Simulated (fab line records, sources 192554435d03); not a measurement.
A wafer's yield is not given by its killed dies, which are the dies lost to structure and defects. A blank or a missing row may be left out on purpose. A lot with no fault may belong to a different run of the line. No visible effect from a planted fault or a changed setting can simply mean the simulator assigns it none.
Matching of chambers / flow n5 finfet / rie diel-04 running N5_SD_EPI_N_ETCH_35: 4 sister chambers
The step etches SOC in N2/H2, overetch 108 nm, time 486 s. 8 wafers are shown with their chamber, then 8 later ones without.

## WAFERS, EACH WITH ITS CHAMBER
wafer=L079.1; chamber=1; throttle valve pct (%)=23.22; drypump motor current A (A)=6.0
wafer=L080.4; chamber=3; throttle valve pct (%)=23.71; drypump motor current A (A)=5.6
wafer=L084.2; chamber=2; throttle valve pct (%)=24.09; drypump motor current A (A)=5.9
wafer=L084.6; chamber=0; throttle valve pct (%)=23.44; drypump motor current A (A)=5.4
wafer=L086.1; chamber=3; throttle valve pct (%)=23.74; drypump motor current A (A)=5.6
wafer=L086.5; chamber=0; throttle valve pct (%)=23.46; drypump motor current A (A)=5.5
wafer=L086.6; chamber=1; throttle valve pct (%)=23.24; drypump motor current A (A)=6.0
wafer=L088.2; chamber=2; throttle valve pct (%)=24.09; drypump motor current A (A)=5.9

## WAFERS WITH NO CHAMBER GIVEN
wafer=L088.5; throttle valve pct (%)=24.11; drypump motor current A (A)=5.9
wafer=L088.6; throttle valve pct (%)=23.26; drypump motor current A (A)=6.0
wafer=L096.1; throttle valve pct (%)=23.48; drypump motor current A (A)=5.5
wafer=L096.3; throttle valve pct (%)=24.11; drypump motor current A (A)=5.9
wafer=L096.6; throttle valve pct (%)=24.12; drypump motor current A (A)=5.9
wafer=L097.3; throttle valve pct (%)=23.49; drypump motor current A (A)=5.4
wafer=L097.4; throttle valve pct (%)=23.27; drypump motor current A (A)=6.0
wafer=L097.6; throttle valve pct (%)=24.10; drypump motor current A (A)=5.9

## WHICH CHAMBER EACH WENT THROUGH
wafer=L088.5; from the rows above=2; in truth=2
wafer=L088.6; from the rows above=1; in truth=1
wafer=L096.1; from the rows above=0; in truth=0
wafer=L096.3; from the rows above=2; in truth=2
wafer=L096.6; from the rows above=2; in truth=2
wafer=L097.3; from the rows above=0; in truth=0
wafer=L097.4; from the rows above=1; in truth=1
wafer=L097.6; from the rows above=2; in truth=2
8 of 8 placed correctly. Number that these rows cannot place: 0. Placed wrongly: 0.
How it was worked out, from the rows above alone: a wafer's distance from a chamber is the root of the sum, over the readings, of the square of ((its reading less the chamber's mean) divided by the reading's scatter). The wafer belongs to the nearest chamber; if the next one is less than 2 further off, it can't be placed. Each chamber's mean is taken over the wafers shown for it. The scatter: take each reading less its chamber's mean, square it, sum over the shown wafers, divide by the number of wafers less the number of chambers, and take the root.
